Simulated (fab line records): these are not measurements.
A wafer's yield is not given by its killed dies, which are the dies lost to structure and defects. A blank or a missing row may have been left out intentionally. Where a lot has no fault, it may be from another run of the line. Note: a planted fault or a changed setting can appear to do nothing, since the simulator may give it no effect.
Chamber matching / flow nand-harc / NHARC_A_BLC_CMP_25 on cmp-01 has 4 sister chambers
The step polishes, t overpolish 30 s, target thk 150 nm. 4 wafers are shown with their chamber, then 11 later ones without.

== WAFERS, EACH WITH ITS CHAMBER ==
wafer=L089.4; chamber=0; motor-current-A (A)=10.6
wafer=L089.5; chamber=2; motor-current-A (A)=10.3
wafer=L090.3; chamber=3; motor-current-A (A)=13.2
wafer=L091.3; chamber=1; motor-current-A (A)=14.6

== WAFERS WITHOUT THEIR CHAMBER ==
wafer=L091.4; motor-current-A (A)=12.6
wafer=L091.5; motor-current-A (A)=10.4
wafer=L094.1; motor-current-A (A)=14.3
wafer=L094.3; motor-current-A (A)=12.5
wafer=L094.4; motor-current-A (A)=10.4
wafer=L096.1; motor-current-A (A)=13.7
wafer=L096.2; motor-current-A (A)=12.8
wafer=L096.4; motor-current-A (A)=10.7
wafer=L096.3; motor-current-A (A)=10.7
wafer=L096.5; motor-current-A (A)=10.9
wafer=L096.6; motor-current-A (A)=14.0

== CHAMBER TAKEN BY EACH ==
wafer=L091.4; from the rows above=3; in truth=3
wafer=L091.5; from the rows above=can't be placed: 2 or 0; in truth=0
wafer=L094.1; from the rows above=can't be placed: 1 or 3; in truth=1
wafer=L094.3; from the rows above=3; in truth=3
wafer=L094.4; from the rows above=can't be placed: 2 or 0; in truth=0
wafer=L096.1; from the rows above=can't be placed: 3 or 1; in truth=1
wafer=L096.2; from the rows above=3; in truth=3
wafer=L096.4; from the rows above=can't be placed: 0 or 2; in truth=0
wafer=L096.3; from the rows above=can't be placed: 0 or 2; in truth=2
wafer=L096.5; from the rows above=can't be placed: 0 or 2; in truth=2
wafer=L096.6; from the rows above=can't be placed: 1 or 3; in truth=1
3 of 11 placed correctly. These rows do not allow placing 8 (true chamber among the candidates in 8). Wrongly placed: 0.
How it was worked out, from the rows above alone: a wafer's distance from a chamber is the root of the sum, over the readings, of the square of ((its reading less the chamber's mean) divided by the reading's scatter). If the next closest chamber is less than 2 further off than the closest, the wafer can't be placed; otherwise it belongs to the closest. A chamber's mean is the mean of its shown wafers. The scatter: root of mean squared gap, hidden wafer to nearest shown wafer, with one shown wafer a chamber.
